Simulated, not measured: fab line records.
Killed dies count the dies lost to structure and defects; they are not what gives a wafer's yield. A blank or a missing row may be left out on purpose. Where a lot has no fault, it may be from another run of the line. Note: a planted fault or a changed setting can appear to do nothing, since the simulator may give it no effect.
Chamber matching	flow nand harc	rie diel-09 running NHARC_A_STAIRCASE_STRIP_476: 4 sister chambers
The step strips in O2, time 20 s. 16 wafers are shown with their chamber, then 8 later ones without.

## WAFERS WITH THEIR CHAMBER
wafer	chamber	drypump motor current A (A)	showerhead plenum p Torr (Torr)	oes product au (a.u.)
L076.1	2	6.4	3.66	0.983
L076.4	3	5.0	3.39	1.001
L076.5	3	5.0	3.39	1.002
L078.2	2	6.3	3.66	0.998
L078.3	3	5.0	3.39	0.997
L078.5	2	6.4	3.66	1.007
L079.1	3	5.0	3.39	1.004
L079.3	2	6.3	3.66	1.011
L079.6	1	5.5	3.56	1.003
L081.2	2	6.4	3.65	0.999
L081.4	1	5.5	3.56	1.003
L081.6	1	5.5	3.56	1.000
L089.1	0	6.2	3.74	0.982
L089.4	1	5.5	3.55	1.000
L089.6	3	5.0	3.37	0.996
L088.1	1	5.5	3.55	0.998

SIGNATURES (averages over the wafers above)
reading	chamber 0	chamber 1	chamber 2	chamber 3	scatter within a chamber
drypump motor current A	6.200	5.500	6.360	5.000	0.0316
showerhead plenum p Torr	3.7400	3.5560	3.6580	3.3860	0.00658
oes product au	0.98200	1.00080	0.99960	1.00000	0.00663
Rule: for a wafer and a chamber, the distance is found by dividing, reading by reading, the gap between the wafer's reading and the chamber's mean by the reading's scatter, squaring, summing and taking the root. If the next closest chamber is less than 2 further off than the closest, the wafer can't be placed; otherwise it belongs to the closest. The scatter: take each reading less its chamber's mean, square it, sum over the shown wafers, divide by the number of wafers less the number of chambers, and take the root.

## WAFERS WHOSE CHAMBER IS MISSING
wafer	drypump motor current A (A)	showerhead plenum p Torr (Torr)	oes product au (a.u.)
L088.4	6.2	3.74	0.986
L088.5	6.4	3.64	0.992
L092.4	5.5	3.54	0.999
L092.5	5.5	3.54	1.016
L092.6	6.2	3.73	0.982
L096.2	6.2	3.73	0.996
L096.4	5.0	3.36	1.000
L096.5	5.0	3.36	0.993

## THE CHAMBER EACH PASSED THROUGH
wafer	from the rows above	in truth
L088.4	0	0
L088.5	2	2
L092.4	1	1
L092.5	1	1
L092.6	0	0
L096.2	0	0
L096.4	3	3
L096.5	3	3
8 of 8 placed correctly. Not placeable from these rows: 0. Number placed wrongly: 0.
